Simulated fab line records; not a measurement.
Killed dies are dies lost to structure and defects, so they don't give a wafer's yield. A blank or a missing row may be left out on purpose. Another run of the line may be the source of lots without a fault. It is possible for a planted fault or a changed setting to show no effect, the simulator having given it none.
Split-lot experiment || flow n5Finfet || 21 wafers read from 7 lots, route of 1938 steps

## ON THE SPLIT
At N5_BEOL_M6_ETCH_61 (etches SiARC in CF4, target depth 45.5 nm, time 75.8 s), the setting biasW was moved away from the recipe's 36 W on 4 of the 21 wafers read, by -14.0% to +13.9%. The other wafers ran this setting at the recipe's value.

The reading is taken at the split's own step.

## THE READING
rfVppV, in V, at N5_BEOL_M6_ETCH_61 (etches SiARC in CF4, target depth 45.5 nm, time 75.8 s). On this fab line, fault-free wafers typically give 184.0 V with a standard deviation of 1.2 V.

{"wafer": "L076.1", "tool, chamber at the split": "rieDiel-06, 3", "biasW as run, W": 30.95, "against the recipe": "-14.0%", "rfVppV, V": 166.9, "against lot-mates on the recipe": -16.7}
{"wafer": "L076.5", "tool, chamber at the split": "rieDiel-06, 2", "biasW as run, W": 30.95, "against the recipe": "-14.0%", "rfVppV, V": 168.3, "against lot-mates on the recipe": -15.3}
{"wafer": "L076.6", "tool, chamber at the split": "rieDiel-06, 3", "biasW as run, W": 36, "against the recipe": "recipe", "rfVppV, V": 183.6, "against lot-mates on the recipe": "-"}
{"wafer": "L080.1", "tool, chamber at the split": "rieDiel-03, 0", "biasW as run, W": 36, "against the recipe": "recipe", "rfVppV, V": 183.1, "against lot-mates on the recipe": "-"}
{"wafer": "L080.2", "tool, chamber at the split": "rieDiel-03, 1", "biasW as run, W": 36, "against the recipe": "recipe", "rfVppV, V": 183.8, "against lot-mates on the recipe": "-"}
{"wafer": "L080.6", "tool, chamber at the split": "rieDiel-03, 3", "biasW as run, W": 36, "against the recipe": "recipe", "rfVppV, V": 183.9, "against lot-mates on the recipe": "-"}
{"wafer": "L086.3", "tool, chamber at the split": "rieDiel-03, 3", "biasW as run, W": 36, "against the recipe": "recipe", "rfVppV, V": 184.0, "against lot-mates on the recipe": "-"}
{"wafer": "L086.4", "tool, chamber at the split": "rieDiel-03, 0", "biasW as run, W": 40.99, "against the recipe": "+13.9%", "rfVppV, V": 200.1, "against lot-mates on the recipe": "+15.7"}
{"wafer": "L086.5", "tool, chamber at the split": "rieDiel-03, 3", "biasW as run, W": 36, "against the recipe": "recipe", "rfVppV, V": 184.8, "against lot-mates on the recipe": "-"}
{"wafer": "L093.1", "tool, chamber at the split": "rieDiel-06, 0", "biasW as run, W": 36, "against the recipe": "recipe", "rfVppV, V": 182.5, "against lot-mates on the recipe": "-"}
{"wafer": "L093.4", "tool, chamber at the split": "rieDiel-06, 3", "biasW as run, W": 36, "against the recipe": "recipe", "rfVppV, V": 184.1, "against lot-mates on the recipe": "-"}
{"wafer": "L093.5", "tool, chamber at the split": "rieDiel-06, 0", "biasW as run, W": 36, "against the recipe": "recipe", "rfVppV, V": 183.6, "against lot-mates on the recipe": "-"}
{"wafer": "L091.1", "tool, chamber at the split": "rieDiel-05, 3", "biasW as run, W": 36, "against the recipe": "recipe", "rfVppV, V": 183.0, "against lot-mates on the recipe": "-"}
{"wafer": "L091.3", "tool, chamber at the split": "rieDiel-05, 0", "biasW as run, W": 36, "against the recipe": "recipe", "rfVppV, V": 186.5, "against lot-mates on the recipe": "-"}
{"wafer": "L091.5", "tool, chamber at the split": "rieDiel-05, 0", "biasW as run, W": 39.26, "against the recipe": "+9.1%", "rfVppV, V": 195.1, "against lot-mates on the recipe": "+10.3"}
{"wafer": "L097.2", "tool, chamber at the split": "rieDiel-05, 2", "biasW as run, W": 36, "against the recipe": "recipe", "rfVppV, V": 183.5, "against lot-mates on the recipe": "-"}
{"wafer": "L097.5", "tool, chamber at the split": "rieDiel-05, 2", "biasW as run, W": 36, "against the recipe": "recipe", "rfVppV, V": 183.2, "against lot-mates on the recipe": "-"}
{"wafer": "L097.6", "tool, chamber at the split": "rieDiel-05, 1", "biasW as run, W": 36, "against the recipe": "recipe", "rfVppV, V": 185.0, "against lot-mates on the recipe": "-"}
{"wafer": "L096.1", "tool, chamber at the split": "rieDiel-05, 2", "biasW as run, W": 36, "against the recipe": "recipe", "rfVppV, V": 184.6, "against lot-mates on the recipe": "-"}
{"wafer": "L096.5", "tool, chamber at the split": "rieDiel-05, 0", "biasW as run, W": 36, "against the recipe": "recipe", "rfVppV, V": 185.7, "against lot-mates on the recipe": "-"}
{"wafer": "L096.6", "tool, chamber at the split": "rieDiel-05, 1", "biasW as run, W": 36, "against the recipe": "recipe", "rfVppV, V": 182.8, "against lot-mates on the recipe": "-"}

FIT RESULTS
A straight line over all 21 wafers: rfVppV changes by +1.17 V for each +1% of biasW; r = +0.99; the points scatter about the line by 1 V.
The same after taking each lot's own level away (the mean of its wafers on the recipe; 21 wafers): +1.14 V for each +1%; r = +0.99; scatter 0.9 V.
According to that fit, moving biasW by its largest amount changes the reading by 16 V.
The lots' own levels span 183.40 to 184.75 V, that is 1.1 times the standard deviation above.
Consequently the slope shifts little with the lot-to-lot level, the two slopes agreeing.
Check: with one of the wafers moved furthest among these (-14.0%) left out of the fit, the line predicts -15.6 V for it against its lot-mates. Against them it came out at -16.7 V.
Tool readings at the split's step, against how far the setting was moved: rfVppV r = +0.99.

## OTHER SPLITS ON THESE WAFERS
Other splits were also applied to these wafers ahead of the reading. Each is held against what the fit with the lots' levels taken away leaves over:
{"other split on the same wafers": "N5_BEOL_M6_EXPOSE_08 doseMj", "wafers away from the commonest value": 7, "r with rfVppV (lot level and that fit taken away)": -0.26}

## FILE'S OWN FIT
rfVppV changes by +1.14 V for each +1% of biasW, r = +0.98.
